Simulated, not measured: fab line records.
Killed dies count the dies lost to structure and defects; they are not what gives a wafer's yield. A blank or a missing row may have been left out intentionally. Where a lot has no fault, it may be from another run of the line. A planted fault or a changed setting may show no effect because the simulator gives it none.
fab line records ; flow n5Finfet
[record] lots = 6; wafers = 16; lastDay = 19
route steps=1938 shown BEOL_M1@788 BEOL_M4@1111 PASSIVATION@1936
lots with no fault: from the same line, run without faults
startH: hours from the record's first day to the start of the lot's first wafer shown ; waitH: hours since the lot's step before ; " the same as in the row above ; L1.1+2: one row covering several wafers at once ; - no value present, or no start provided ; * or withheld: withheld ; < > ~ a bound
route shown NAME@n: NAME is a module with steps in the file, n the number in the route of the first one ; usual: mean and standard deviation over wafers with no fault ; same: alike in all rows ; chamber/n: place in a boat ; sites: each site's reading ; _std_site: how widely they spread, as a standard deviation ; _edge_site: the outer-site mean with the inner-site mean subtracted ; radiusMm: for every site, how far away it sits from the centre of the wafer ; mask NAME#n: copy n ; behind: tool/chamber where the wafer was last shaped ; hold: why the lot was held/for how many hours/how that ended ; device: whichever transistor did not switch (one of n, p or np) ; end of line: tests of these same wafers at the route's end ; a step given without rows: its recipe and nothing more ; killed: not the wafer's yield, but the dies lost to structure and defects at the first sort ; map: a wafer's dies, x killed, . not, _ none there
set.NAME: the setting that was run; set.NAME@STEP: the one run at that earlier step ; model.NAME: the simulator's own value behind a step, which no gauge read
lots at selected steps of the route; one table per step, one row per wafer
services: when a tool's chamber went out of use (startH, in hours from the record's first day, below 0 if earlier), for how many hours, and the reason
[[steps]]
[step N5_BEOL_M1_INSPECT_30]
[recipe] mode = adi; inspectInstrument = brightfield
[usual] rawDefectCount = 388/90
lot.wafer;tool;chamber;startH;waitH;rawDefectCount
L587.2;defectInspect-01;-;157.02;0.0;764
L587.5;defectInspect-01;-;157.02;0.0;401
L587.6;defectInspect-01;-;157.02;0.0;579
L589.2;defectInspect-02;-;173.38;0.0;382
L589.3;defectInspect-02;-;173.38;0.0;369
L589.5;defectInspect-02;-;173.38;0.0;304
L597.2;defectInspect-01;-;218.65;0.0;295
L597.5;defectInspect-01;-;218.65;0.0;364
L601.1;defectInspect-02;-;249.60;0.1;346
L601.2;defectInspect-02;-;249.60;0.1;274
L603.2;defectInspect-01;-;258.56;0.0;397
L603.5;defectInspect-01;-;258.56;0.0;296
L603.6;defectInspect-01;-;258.56;0.0;301
L604.2;defectInspect-02;-;267.89;0.0;314
L604.4;defectInspect-02;-;267.89;0.0;293
L604.5;defectInspect-02;-;267.89;0.0;292
[step N5_BEOL_M1_DESCUM_33]
[recipe] chemistry = O2; timeS = 7; sourcePowerW = 50; biasPowerW = 20; pressureMtorr = 20; rfFrequencyHz = 2.712e+07; tempC = 40; resist = CAR-EUV; o2FlowSccm = 225
[usual] biasPowerW = 20.01/0.058; drypumpMotorCurrentA = 5.8/0.58; o2FlowSccm = 225.0/0.62; oesProductAu = 0.80/0.075; rfVppV = 242.8/1.2; showerheadPlenumPTorr = 2.07/0.06; tempC = 39.98/0.12; throttleValvePct = 20.44/0.18
lot.wafer;tool;chamber;startH;waitH;biasPowerW;drypumpMotorCurrentA;o2FlowSccm;oesProductAu;rfHoursCounterH;rfVppV;showerheadPlenumPTorr;tempC;throttleValvePct
L587.2;rieDiel-06;2;157.05;0.0;19.91;5.7;224.6;0.77;130;241.7;2.00;39.96;20.44
L587.5;rieDiel-06;3;157.05;0.0;20.01;4.9;225.2;0.75;-;243.5;2.09;39.98;20.44
L587.6;rieDiel-06;2;157.05;0.0;19.91;5.7;225.0;0.78;-;242.3;2.00;39.79;20.47
L589.2;rieDiel-04;0;173.53;0.2;20.00;6.0;224.8;0.92;28;242.7;2.05;39.95;20.26
L589.3;rieDiel-04;2;173.53;0.2;20.00;5.2;224.8;0.70;194;241.4;1.99;40.12;20.47
L589.5;rieDiel-04;3;173.53;0.2;19.96;5.6;225.3;0.78;-;242.2;2.02;39.95;20.54
L597.2;rieDiel-06;1;218.73;0.1;19.99;6.0;224.7;0.71;207;244.5;2.16;39.95;20.75
L597.5;rieDiel-06;0;218.73;0.1;19.97;6.5;225.6;0.91;-;243.4;2.14;40.31;20.29
L601.1;rieDiel-02;0;249.64;0.0;19.99;5.4;224.8;0.84;73;243.8;2.11;40.13;20.24
L601.2;rieDiel-02;1;249.64;0.0;20.01;6.4;224.3;0.72;180;244.4;2.16;40.13;20.09
L603.2;rieDiel-06;3;258.70;0.1;20.00;4.9;226.2;0.72;176;242.7;2.08;39.80;20.50
L603.5;rieDiel-06;1;258.70;0.1;20.01;6.0;225.3;0.69;-;244.6;2.16;40.14;20.77
L603.6;rieDiel-06;2;258.70;0.1;20.02;5.7;225.3;0.75;-;241.2;1.99;39.95;20.47
L604.2;rieDiel-04;2;267.92;0.0;19.97;5.2;226.5;0.68;223;241.8;1.99;40.12;20.51
L604.4;rieDiel-04;3;267.92;0.0;19.86;5.6;224.4;0.76;152;241.9;2.01;40.03;20.62
L604.5;rieDiel-04;0;267.92;0.0;19.98;6.0;224.1;0.86;-;242.0;2.04;39.94;20.30
[step N5_BEOL_M1_ETCH_77]
[recipe] chemistry = N2/H2; target = underlayer; targetDepthA = 65; maskMaterial = CAR-EUV; timeS = 5.2; ionEnergyEv = 200; pressureMtorr = 30; sourceW = 840; biasW = 150; n2FlowSccm = 200; h2FlowSccm = 200; ends = cleared
[step N5_BEOL_M1_ETCH_69]
[recipe] chemistry = CF4; target = SiARC; targetDepthA = 156; maskMaterial = CAR-EUV; timeS = 26; ionEnergyEv = 80; pressureMtorr = 40; sourceW = 545; biasW = 36; Ar_flow_sccm = 100; cf4FlowSccm = 100; ends = cleared
[usual] drypumpMotorCurrentA = 5.8/0.58; etchRfOnTimeS = 26.0/0.8; oesProductAu = 0.69/0.067; rfVppV = 183.8/1.1; showerheadPlenumPTorr = 2.12/0.057; throttleValvePct = 15.62/0.19
lot.wafer;tool;chamber;startH;waitH;drypumpMotorCurrentA;etchRfOnTimeS;oesProductAu;rfHoursCounterH;rfVppV;showerheadPlenumPTorr;throttleValvePct
L587.2;rieDiel-06;2;157.10;0.0;5.7;25.3;0.67;130;185.9;2.06;15.72
L587.5;rieDiel-06;3;157.10;0.0;4.9;27.2;0.63;-;183.0;2.15;15.70
L587.6;rieDiel-06;2;157.10;0.0;5.7;25.2;0.67;-;183.8;2.06;15.73
L589.2;rieDiel-04;0;173.58;0.0;5.9;25.7;0.80;28;184.6;2.12;15.50
L589.3;rieDiel-04;2;173.58;0.0;5.2;27.0;0.60;194;183.1;2.04;15.69
L589.5;rieDiel-04;3;173.58;0.0;5.6;25.9;0.67;-;183.1;2.07;15.73
L597.2;rieDiel-06;1;218.78;0.0;6.0;26.8;0.60;207;184.6;2.21;15.97
L597.5;rieDiel-06;0;218.78;0.0;6.5;25.1;0.77;-;185.0;2.18;15.39
L601.1;rieDiel-02;0;249.69;0.0;5.4;25.9;0.72;73;182.7;2.15;15.36
L601.2;rieDiel-02;1;249.69;0.0;6.4;25.3;0.63;180;186.1;2.21;15.38
L603.2;rieDiel-06;3;258.75;0.0;4.9;27.4;0.61;176;183.8;2.14;15.75
L603.5;rieDiel-06;1;258.75;0.0;6.0;26.6;0.59;-;184.9;2.20;15.98
L603.6;rieDiel-06;2;258.75;0.0;5.7;25.3;0.65;-;182.2;2.05;15.79
L604.2;rieDiel-04;2;267.97;0.0;5.2;27.4;0.57;223;183.3;2.03;15.75
L604.4;rieDiel-04;3;267.97;0.0;5.6;26.0;0.65;152;183.4;2.06;15.76
L604.5;rieDiel-04;0;267.97;0.0;6.0;26.2;0.75;-;183.2;2.11;15.57
[step N5_BEOL_M1_ALD_98]
[recipe] material = SiO2; targetThkA = 25; tempC = 100; aldPrecursorFamily = BDEAS; aldCoReactant = O2-plasma; pulseTimeS = 1; coReactantPulseTimeS = 1; purgeTimeS = 2; coReactantPurgeTimeS = 2; aldCycles = 17; pressureTorr = 2
[usual] heaterPowerOuterW = 40/3.2; heaterPowerW = 78/6.8; precursorPulseHeightRel = 0.999/0.022
[same] aldCycles = 17
lot.wafer;tool;chamber;startH;waitH;heaterPowerOuterW;heaterPowerW;precursorPulseHeightRel
L587.2;aldSin-03;2;158.07;0.9;40;88;0.994
L587.5;aldSin-03;1;158.07;0.9;42;82;1.001
L587.6;aldSin-03;0;158.07;0.9;37;68;0.995
L589.2;aldSin-02;2;173.67;0.1;40;80;0.983
L589.3;aldSin-02;3;173.67;0.1;39;77;0.954
L589.5;aldSin-02;3;173.67;0.1;39;77;1.025
L597.2;aldSin-03;1;219.69;0.9;43;83;1.005
L597.5;aldSin-03;0;219.69;0.9;37;68;0.980
L601.1;aldSin-02;2;249.83;0.1;40;79;0.980
L601.2;aldSin-02;0;249.83;0.1;46;84;0.961
L603.2;aldSin-02;0;258.83;0.1;47;86;0.998
L603.5;aldSin-02;3;258.83;0.1;38;78;0.994
L603.6;aldSin-02;2;258.83;0.1;38;81;0.998
L604.2;aldSin-04;3;268.05;0.1;36;70;0.982
L604.4;aldSin-04;0;268.05;0.1;37;79;1.007
L604.5;aldSin-04;3;268.05;0.1;35;70;1.041
[step N5_BEOL_M1_ETCHBACK_99]
[recipe] chemistry = CHF3; target = SiO2; targetDepthA = 50; timeS = 10.4; sourceW = 215; biasW = 47; Ar_flow_sccm = 200; CHF3_flow_sccm = 12; ionEnergyEv = 100; pressureMtorr = 30
[usual] drypumpMotorCurrentA = 5.8/0.61; oesProductAu = 0.80/0.073; rfVppV = 241/4.8; showerheadPlenumPTorr = 2.13/0.057; throttleValvePct = 17.05/0.22
lot.wafer;tool;chamber;startH;waitH;drypumpMotorCurrentA;oesProductAu;rfHoursCounterH;rfVppV;showerheadPlenumPTorr;throttleValvePct
L587.2;rieDiel-06;1;173.20;15.1;6.0;0.71;196;239;2.21;17.34
L587.5;rieDiel-06;3;173.20;15.1;5.0;0.74;-;246;2.16;17.19
L587.6;rieDiel-06;2;173.20;15.1;5.7;0.78;-;230;2.05;17.12
L589.2;rieDiel-02;1;186.98;13.3;6.4;0.74;163;244;2.22;16.73
L589.3;rieDiel-02;0;186.98;13.3;5.4;0.87;54;245;2.16;16.74
L589.5;rieDiel-02;0;186.98;13.3;5.4;0.88;-;244;2.16;16.75
L597.2;rieDiel-06;0;221.01;1.3;6.5;0.90;25;239;2.19;16.85
L597.5;rieDiel-06;2;221.01;1.3;5.7;0.76;-;231;2.05;17.15
L601.1;rieDiel-06;2;257.28;7.4;5.7;0.76;159;231;2.04;17.17
L601.2;rieDiel-06;1;257.28;7.4;6.0;0.69;216;239;2.21;17.38
L603.2;rieDiel-04;1;262.01;3.1;5.1;0.85;61;242;2.17;17.07
L603.5;rieDiel-04;0;262.01;3.1;6.0;0.88;-;244;2.11;17.00
L603.6;rieDiel-04;3;262.01;3.1;5.6;0.77;-;237;2.06;17.20
L604.2;rieDiel-04;3;268.69;0.6;5.6;0.77;152;236;2.06;17.19
L604.4;rieDiel-04;1;268.69;0.6;5.1;0.84;64;241;2.17;17.08
L604.5;rieDiel-04;2;268.69;0.6;5.2;0.68;-;241;2.03;17.17
[step N5_BEOL_M1_ETCH_70]
[recipe] chemistry = N2/H2; target = SOC; targetDepthA = 800; overetchA = 160; maskMaterial = SiARC; tempC = 40; timeS = 120; ionEnergyEv = 200; pressureMtorr = 30; sourceW = 840; biasW = 150; n2FlowSccm = 200; h2FlowSccm = 200
[step N5_BEOL_M1_STRIP_71]
[recipe] chemistry = N2/H2; tempC = 40; n2FlowSccm = 200; h2FlowSccm = 200; rfFrequencyHz = 6e+07
[step N5_BEOL_M1_STRIP_78]
[recipe] chemistry = N2/H2; tempC = 40; n2FlowSccm = 200; h2FlowSccm = 200; rfFrequencyHz = 6e+07
[step N5_BEOL_M1_VIA_ETCH_34]
[recipe] chemistry = C4F6/O2; targetDepthA = 678; maskMaterial = SOC; pressureMtorr = 15; ionEnergyEv = 250; taperDeg = 4; timeS = 64.4; sourceW = 350; biasW = 170; Ar_flow_sccm = 300; C4F6_flow_sccm = 10; O2_flow_sccm = 10
[step N5_BEOL_M1_STRIP_83]
[recipe] chemistry = C4F6/O2; resist = SiARC; rfFrequencyHz = 6e+07
[step N5_BEOL_M1_STRIP_36]
[recipe] chemistry = N2/H2; powerW = 450; tempC = 40; pressureMtorr = 20; rfFrequencyHz = 6e+07; overashFraction = 0.3; biasPowerW = 7; h2Frac = 0.5; n2FlowSccm = 200; h2FlowSccm = 200
[step N5_BEOL_M1_TRENCH_ETCH_37]
[recipe] chemistry = C4F6/O2; targetDepthA = 552.07; target = SiOC; timeS = 29; ionEnergyEv = 250; pressureMtorr = 30; sourceW = 355; biasW = 185; Ar_flow_sccm = 300; C4F6_flow_sccm = 10; O2_flow_sccm = 10
[usual] drypumpMotorCurrentA = 5.9/0.61; oesProductAu = 0.81/0.073; rfVppV = 667/12; runLengthS = 52.2/0.52; showerheadPlenumPTorr = 2.82/0.073; throttleValvePct = 20.84/0.24
lot.wafer;tool;chamber;startH;waitH;drypumpMotorCurrentA;oesProductAu;rfHoursCounterH;rfVppV;runLengthS;showerheadPlenumPTorr;throttleValvePct;model.etch.depthNm;model.BEOL_M1.featureDepthNm
L587.2;rieDiel-06;1;173.44;-;6.0;0.70;196;664;52.7;2.93;21.08;53.31;53.4
L587.5;rieDiel-06;3;173.44;-;4.9;0.73;-;682;52.9;2.86;21.00;53.48;53.4
L587.6;rieDiel-06;2;173.44;-;5.7;0.78;-;639;52.0;2.72;20.86;55.23;55.2
L589.2;rieDiel-02;1;187.22;-;6.4;0.75;163;675;52.2;2.94;20.44;55.72;55.8
L589.3;rieDiel-02;0;187.22;-;5.4;0.86;54;676;52.0;2.86;20.50;54.63;54.6
L589.5;rieDiel-02;0;187.22;-;5.4;0.87;-;676;52.3;2.86;20.50;54.78;54.8
L597.2;rieDiel-06;0;221.24;-;6.5;0.90;25;661;49.5;2.90;20.69;49.84;49.8
L597.5;rieDiel-06;2;221.24;-;5.7;0.76;-;638;48.4;2.71;20.90;48.42;48.4
L601.1;rieDiel-06;2;257.51;-;5.7;0.75;159;639;52.4;2.71;20.92;55.02;55
L601.2;rieDiel-06;1;257.51;-;6.0;0.69;216;663;49.4;2.92;21.12;47.11;47.2
L603.2;rieDiel-04;1;262.24;-;5.1;0.85;61;666;52.3;2.87;20.88;56.17;56.2
L603.5;rieDiel-04;0;262.24;-;6.0;0.89;-;676;52.2;2.79;20.83;55.88;55.8
L603.6;rieDiel-04;3;262.24;-;5.6;0.76;-;658;52.3;2.74;20.99;54.92;55
L604.2;rieDiel-04;3;268.93;-;5.6;0.77;152;656;52.2;2.74;20.99;55.74;55.8
L604.4;rieDiel-04;1;268.93;-;5.1;0.85;64;667;51.8;2.87;20.88;56.69;56.6
L604.5;rieDiel-04;2;268.93;-;5.2;0.68;-;662;51.8;2.70;20.89;53.72;53.8
[step N5_BEOL_M1_ETCH_41]
[recipe] chemistry = CH3F/O2; target = SiCN; targetDepthA = 319; taperDeg = 2; timeS = 57.8; ionEnergyEv = 120; maskMaterial = TiN; pressureMtorr = 30; sourceW = 395; biasW = 75; Ar_flow_sccm = 150; CH3F_flow_sccm = 30; O2_flow_sccm = 20
[step N5_BEOL_M1_STRIP_97]
[recipe] chemistry = N2/H2; timeS = 10; powerW = 450; tempC = 40; pressureMtorr = 20; rfFrequencyHz = 6e+07; biasPowerW = 7; n2FlowSccm = 200; h2FlowSccm = 200
[usual] biasPowerW = 6.998/0.022; drypumpMotorCurrentA = 5.9/0.61; oesProductAu = 0.80/0.07; rfVppV = 59.0/0.95; showerheadPlenumPTorr = 2.52/0.079; tempC = 40.00/0.12; throttleValvePct = 23.68/0.3
lot.wafer;tool;chamber;startH;waitH;biasPowerW;drypumpMotorCurrentA;oesProductAu;rfHoursCounterH;rfVppV;showerheadPlenumPTorr;tempC;throttleValvePct
L587.2;rieDiel-06;1;-;-;7.008;6.0;0.70;196;58.7;2.63;39.98;24.09
L587.5;rieDiel-06;3;-;-;6.989;4.9;0.75;-;58.0;2.54;39.86;23.68
L587.6;rieDiel-06;2;-;-;7.011;5.7;0.78;-;58.7;2.44;40.07;23.70
L589.2;rieDiel-02;1;-;-;6.977;6.4;0.73;163;58.4;2.66;39.96;23.41
L589.3;rieDiel-02;0;-;-;7.001;5.4;0.86;54;59.2;2.58;40.09;23.58
L589.5;rieDiel-02;0;-;-;6.995;5.4;0.86;-;59.8;2.58;39.99;23.59
L597.2;rieDiel-06;0;-;-;6.970;6.5;0.91;25;60.1;2.59;40.07;23.67
L597.5;rieDiel-06;2;-;-;6.992;5.7;0.76;-;57.9;2.43;40.18;23.74
L601.1;rieDiel-06;2;-;-;6.971;5.7;0.74;159;58.7;2.43;39.95;23.74
L601.2;rieDiel-06;1;-;-;6.967;6.0;0.69;216;58.3;2.63;39.86;24.09
L603.2;rieDiel-04;1;-;-;7.003;5.1;0.84;61;58.2;2.56;40.03;23.62
L603.5;rieDiel-04;0;-;-;7.013;6.0;0.88;-;59.3;2.47;39.95;23.52
L603.6;rieDiel-04;3;-;-;6.998;5.6;0.76;-;58.6;2.42;40.06;23.76
L604.2;rieDiel-04;3;-;-;6.974;5.6;0.76;152;57.9;2.42;40.11;23.73
L604.4;rieDiel-04;1;-;-;7.020;5.1;0.84;64;59.2;2.56;40.12;23.62
L604.5;rieDiel-04;2;-;-;6.987;5.2;0.69;-;57.4;2.39;39.98;23.22
[step N5_BEOL_M1_OCD_MEAS_38]
[usual] trenchDepthNm = 55.1/1.3
lot.wafer;tool;chamber;startH;waitH;trenchDepthNm
L587.2;ocd-02;-;173.60;-;53.0
L587.5;ocd-02;-;173.60;-;53.5
L587.6;ocd-02;-;173.60;-;55.1
L589.2;ocd-01;-;187.38;-;55.8
L589.3;ocd-01;-;187.38;-;54.1
L589.5;ocd-01;-;187.38;-;54.7
L597.2;ocd-01;-;221.40;-;50.0
L597.5;ocd-01;-;221.40;-;48.1
L601.1;ocd-02;-;257.67;-;55.0
L601.2;ocd-02;-;257.67;-;46.9
L603.2;ocd-01;-;262.41;-;55.8
L603.5;ocd-01;-;262.41;-;56.2
L603.6;ocd-01;-;262.41;-;55.0
L604.2;ocd-01;-;269.09;-;55.7
L604.4;ocd-01;-;269.09;-;57.2
L604.5;ocd-01;-;269.09;-;53.7
[step N5_BEOL_M1_HM_STRIP_39]
[recipe] chemistry = peroxideTinStrip; material = TiN; targetDepthA = 250; tempC = 50; timeS = 158
[step N5_BEOL_M4_RC_MEAS_101]
[usual] DIBL_N = 36.1/1.6; DIBL_P = 35.8/2; IOFF_N = 0.157/0.029; IOFF_P = 0.21/0.034; ION_N = 677/13; ION_P = 465/8.1; SS_N = 71.3/0.61; SS_P = 73.2/0.65; VT_N = 249/3.3; VT_P = -250/3.2
lot.wafer;tool;chamber;startH;waitH;DIBL_N[mV/V];DIBL_P[mV/V];IOFF_N[nA/um];IOFF_P[nA/um];ION_N[uA/um];ION_P[uA/um];SS_N[mV/dec];SS_P[mV/dec];VT_N[mV];VT_P[mV]
L587.2;prober-01;0;240.43;0.2;35.5;35.6;0.132;0.18;663;454;71.5;73.5;252;-253
L587.5;prober-01;0;240.43;0.2;35.3;35.5;0.131;0.18;666;454;71.2;72.9;254;-254
L587.6;prober-01;0;240.43;0.2;37.5;38.2;0.182;0.22;684;462;72.0;73.2;245;-251
L589.2;prober-01;0;245.02;0.2;35.6;34.8;0.155;0.23;674;462;71.0;72.5;248;-247
L589.3;prober-01;0;245.02;0.2;35.3;34.7;0.144;0.24;660;462;71.1;72.7;252;-246
L589.5;prober-01;0;245.02;0.2;32.6;31.8;0.116;0.19;661;464;69.8;72.5;251;-246
L597.2;prober-01;0;292.71;0.4;38.0;38.7;0.196;0.28;695;480;71.4;74.0;248;-245
L597.5;prober-01;0;292.71;0.4;34.6;33.3;0.118;0.18;650;454;70.3;72.6;257;-252
L601.1;prober-02;0;315.44;0.0;36.5;36.4;0.175;0.22;683;461;71.8;73.7;249;-249
L601.2;prober-02;0;315.44;0.0;35.7;35.6;0.160;0.22;687;472;71.0;73.5;249;-249
L603.2;prober-02;0;325.20;0.2;37.3;37.2;0.184;0.22;698;470;71.4;73.0;246;-250
L603.5;prober-02;0;325.20;0.2;38.0;39.4;0.208;0.25;702;473;72.0;73.4;241;-247
L603.6;prober-02;0;325.20;0.2;35.3;35.0;0.158;0.19;687;474;70.7;73.2;249;-251
L604.2;prober-02;0;343.03;0.2;35.9;36.7;0.147;0.21;685;471;71.3;73.1;250;-250
L604.4;prober-02;0;343.03;0.2;38.2;38.1;0.184;0.24;670;463;72.7;73.7;249;-249
L604.5;prober-02;0;343.03;0.2;37.3;37.2;0.166;0.23;687;472;71.2;74.0;250;-248
[step N5_PASSIVATION_PROBE_49]
[usual] defectLimitedYield = 91.0/1.4; killed_at_M0_to_M3 = 33/11; killed_at_M4_up = 14/5; killedAtContacts = 11/7.3; killedAtFrontEnd = 43/12; killedAtOther = 4/3.1; killedDies = 106/17; killedOnRim = 14/3.8; killedOpen = 69/13; killedShort = 34/8.7; sort_bin_5_function = 5.2/0.96; sort_bin_6_memory = 3.3/0.66; sort_bin_8_speed = 0.00/0.012; sortNPass = 1074/17; sortYieldPct = 91.0/1.4
[same] grossDies = 1180; killedAtBackSide = 0; sort_bin_4_leakage[%] = 0
lot.wafer;tool;chamber;startH;waitH;defectLimitedYield[%];killed_at_M0_to_M3;killed_at_M4_up;killedAtContacts;killedAtFrontEnd;killedAtOther;killedDies;killedOnRim;killedOpen;killedShort;sort_bin_5_function[%];sort_bin_6_memory[%];sort_bin_8_speed[%];sortNPass;sortYieldPct[%]
L587.2;prober-01;-;349.18;0.1;89.3;60;10;9;41;6;126;17;70;56;5.8;4.5;0;1054;89.3
L587.5;prober-01;-;349.33;0.2;92.6;22;10;11;39;5;87;13;61;26;4.1;3.1;0;1093;92.6
L587.6;prober-01;-;349.38;0.3;91.7;34;18;5;35;6;98;15;58;33;4.8;2.9;0;1082;91.7
L589.2;prober-01;-;357.81;0.1;90.6;46;8;5;44;8;111;15;72;39;5.6;3.6;0;1069;90.6
L589.3;prober-01;-;357.86;0.1;91.2;39;19;3;34;9;104;15;60;38;4.7;3.3;0;1076;91.2
L589.5;prober-01;-;357.96;0.2;90.4;38;13;6;50;6;113;13;55;53;4.9;3.8;0;1067;90.4
L603.2;prober-02;-;438.54;0.1;92.5;30;9;4;37;8;88;11;65;22;3.5;3.5;0;1092;92.5
L603.5;prober-02;-;438.69;0.2;90.8;31;5;13;55;5;109;15;68;41;5.9;2.9;0;1071;90.8
L603.6;prober-02;-;438.74;0.3;91.5;15;12;12;51;10;100;11;63;37;4.9;3.3;0;1080;91.5
L604.2;prober-01;-;450.84;0.1;90.3;19;25;20;50;0;114;17;80;33;6.4;3.2;0;1066;90.3
L604.4;prober-01;-;450.94;0.2;89.4;37;13;27;44;4;125;13;77;43;6.1;4.0;0;1055;89.4
L604.5;prober-01;-;450.99;0.2;92.3;17;17;15;38;4;91;11;63;22;3.9;2.9;0;1089;92.3
// killed by level:class
L587.2 BEOL_M0_SAQP:geometricParticle:short=21 FIN_SAQP:geometricParticle:open=15 BEOL_M1:geometricParticle:open=12 BEOL_M0_SAQP:geometricParticle:open=10 BEOL_M2:geometricParticle:open=7 FIN_SAQP:geometricParticle:short=5 GATE_CUT:geometricParticle:short=5 MOL_CONTACT_COAG:geometricParticle:open=5
L587.5 STI_FIN_REVEAL:geometricParticle:open=9 MOL_CONTACT_COAG:geometricParticle:open=7 BEOL_M1:geometricParticle:open=6 BEOL_M2:geometricParticle:open=5 STARTING-WAFER:geometricParticle:open=5 DUMMY_GATE:geometricParticle:open=4 GATE_CUT:geometricParticle:open=4 MOL_CONTACT_COAG:geometricParticle:short=4
L587.6 BEOL_M2:geometricParticle:open=10 BEOL_M0_SAQP:geometricParticle:short=7 GATE_CUT:geometricParticle:open=6 BEOL_M4:geometricParticle:open=6 BEOL_M5:geometricParticle:open=6 HKMG_FIN:areaEtch=6 BEOL_M1:geometricParticle:open=5 FIN_SAQP:geometricParticle:short=4
L589.2 FIN_SAQP:geometricParticle:open=13 BEOL_M0_SAQP:geometricParticle:short=11 BEOL_M0:geometricParticle:open=11 FIN_SAQP:geometricParticle:short=10 BEOL_M2:geometricParticle:open=9 BEOL_M0_SAQP:geometricParticle:open=7 BEOL_M5:geometricParticle:open=5 PAD_METAL:geometricParticle:open=5
L589.3 BEOL_M0_SAQP:geometricParticle:short=9 FIN_SAQP:geometricParticle:short=8 BEOL_M0_SAQP:geometricParticle:open=8 BEOL_M4:geometricParticle:open=8 BEOL_M1:geometricParticle:open=7 STI_FIN_REVEAL:geometricParticle:open=6 HKMG_FIN:areaEtch=5 BEOL_M1:geometricParticle:short=4
L589.5 BEOL_M0_SAQP:geometricParticle:short=15 FIN_SAQP:geometricParticle:open=8 BEOL_M1:geometricParticle:open=8 FIN_SAQP:geometricParticle:short=7 BEOL_M4:geometricParticle:open=7 ILD0:geometricParticle:short=6 HKMG_FIN:areaEtch=5 DUMMY_GATE:geometricParticle:open=4
L603.2 STI_FIN_REVEAL:geometricParticle:open=12 BEOL_M0_SAQP:geometricParticle:open=10 PASS1_CAP:geometricParticle:short=8 BEOL_M3:geometricParticle:open=7 FIN_SAQP:geometricParticle:short=5 DUMMY_GATE:geometricParticle:open=5 FIN_SAQP:geometricParticle:open=4 MOL_CONTACT_COAG:geometricParticle:open=4
L603.5 FIN_SAQP:geometricParticle:open=16 BEOL_M0_SAQP:geometricParticle:short=11 FIN_SAQP:geometricParticle:short=10 STI_FIN_REVEAL:geometricParticle:open=9 MOL_CONTACT_COAG:geometricParticle:open=9 ILD0:geometricParticle:short=7 BEOL_M3:geometricParticle:open=6 BEOL_M0_SAQP:geometricParticle:open=5
L603.6 FIN_SAQP:geometricParticle:short=11 MOL_CONTACT_COAG:geometricParticle:open=10 FIN_SAQP:geometricParticle:open=8 GATE_CUT:geometricParticle:open=8 STI_FIN_REVEAL:geometricParticle:open=6 PASS1_CAP:geometricParticle:open=6 DUMMY_GATE:geometricParticle:open=5 BEOL_M4:geometricParticle:short=5
L604.2 MOL_CONTACT_COAG:geometricParticle:open=15 BEOL_M4:geometricParticle:open=11 FIN_SAQP:geometricParticle:open=8 FIN_SAQP:geometricParticle:short=7 BEOL_M5:geometricParticle:open=7 BEOL_M3:geometricParticle:open=6 STARTING-WAFER:geometricParticle:short=6 STI_FIN_REVEAL:geometricParticle:open=5
L604.4 MOL_CONTACT_COAG:geometricParticle:open=17 BEOL_M2:geometricParticle:open=12 MOL_CONTACT_COAG:geometricParticle:short=10 FIN_SAQP:geometricParticle:open=7 ILD0:geometricParticle:open=6 BEOL_M0_SAQP:geometricParticle:open=5 BEOL_M0_SAQP:geometricParticle:short=5 BEOL_M3:geometricParticle:open=5
L604.5 MOL_CONTACT_COAG:geometricParticle:open=13 STI_FIN_REVEAL:geometricParticle:open=9 HKMG_FIN:areaEtch=6 GATE_CUT:geometricParticle:short=5 BEOL_M0_SAQP:geometricParticle:open=4 FIN_SAQP:geometricParticle:open=4 BEOL_M1:geometricParticle:open=4 BEOL_M2:geometricParticle:open=4
[[services]]
tool;chamber;startH;hours;kind
rieDiel-02;-;136.73;2.7;repair
rieDiel-04;-;153.50;0.6;repair
rieDiel-06;1;160.12;7.3;repair
aldSin-04;-;177.45;14.0;pm
aldSin-04;0;177.45;14.0;ventCycle
aldSin-04;1;177.45;14.0;ventCycle
aldSin-04;2;177.45;14.0;ventCycle
aldSin-04;3;177.45;14.0;ventCycle
rieDiel-02;2;188.45;8.4;repair
aldSin-04;0;191.45;-;clean
aldSin-04;1;191.45;-;clean
aldSin-04;2;191.45;-;clean
aldSin-04;3;191.45;-;clean
rieDiel-06;1;198.28;9.6;repair
aldSin-03;1;198.63;5.4;repair
rieDiel-04;-;216.50;0.6;repair
aldSin-03;3;216.99;2.3;repair
aldSin-02;1;226.33;3.8;repair
rieDiel-02;1;227.08;8.1;repair
aldSin-03;3;228.90;1.7;repair
aldSin-02;0;229.96;4.1;repair
rieDiel-04;1;232.09;5.6;repair
[[key]]
[firstSign] step = N5_BEOL_M1_TRENCH_ETCH_37; reading = runLengthS; direction = down; sigmas = 6; usual = *; struck = *
[effect] step = N5_BEOL_M1_OCD_MEAS_38; reading = trenchDepthNm; direction = down; sigmas = 5.4; usual = 55.1; struck = 48.3
[modelEffect] step = N5_BEOL_M1_TRENCH_ETCH_37; value = etch.depthNm; without = 55.14; struck = 48.46
metAt N5_BEOL_M1_TRENCH_ETCH_37
struckWafers L597.2,L597.5,L601.2
onsetBetween 173.44 221.24
[fault] kind = processParameterDrift; tool = rieDiel-06; chamber = -; onsetH = 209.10; steps = N5_BEOL_M1_TRENCH_ETCH_37; channel = timeS; offset = *; shape = step; endH = 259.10; scope = struckWafersOnly; actsIn = *; stated = *
